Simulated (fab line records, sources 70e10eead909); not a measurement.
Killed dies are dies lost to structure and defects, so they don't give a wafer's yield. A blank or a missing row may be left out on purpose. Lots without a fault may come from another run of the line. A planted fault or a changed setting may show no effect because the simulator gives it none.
Chamber matching | flow nand_harc | NHARC_P_M1_DEP_33 on pecvd-03: 3 sister chambers
The step deposits SiCN, target thk 30 nm. 14 wafers are shown with their chamber, then 7 later ones without.

WAFERS WITH THEIR CHAMBER
wafer  | chamber | heater_power_w (W)
L949.2 | 1       | 674
L949.3 | 2       | 553
L949.5 | 0       | 522
L953.3 | 0       | 521
L953.5 | 1       | 653
L953.6 | 0       | 510
L955.2 | 1       | 702
L955.3 | 0       | 591
L955.5 | 1       | 695
L960.2 | 2       | 627
L960.5 | 0       | 592
L960.6 | 2       | 630
L961.2 | 2       | 526
L961.5 | 0       | 626

SIGNATURES (means of the wafers above)
reading        | chamber 0 | chamber 1 | chamber 2 | scatter within a chamber
heater_power_w | 560.33    | 681.00    | 584.00    | 44.3
Rule: a wafer's distance from a chamber is the root of the sum, over the readings, of the square of ((its reading less the chamber's mean) divided by the reading's scatter). The wafer belongs to the nearest chamber; if the next one is less than 2 further off, it can't be placed. The scatter: the root of (the sum of the squares of (reading less its chamber's mean) over the shown wafers, divided by (wafers less chambers)).

WAFERS WITHOUT THEIR CHAMBER
wafer  | heater_power_w (W)
L961.6 | 721
L968.1 | 579
L968.2 | 690
L968.6 | 682
L969.2 | 651
L969.4 | 684
L969.5 | 500

WHICH CHAMBER EACH WENT THROUGH
wafer  | from the rows above          | in truth
L961.6 | 1                            | 1
L968.1 | can't be placed: 2 or 0      | 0
L968.2 | 1                            | 1
L968.6 | 1                            | 1
L969.2 | can't be placed: 1 or 2 or 0 | 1
L969.4 | 1                            | 1
L969.5 | can't be placed: 0 or 2      | 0
Placed correctly: 4 of 7. Can't be placed from these rows: 3 (the true chamber is among the candidates in 3). Placed wrongly: 0.
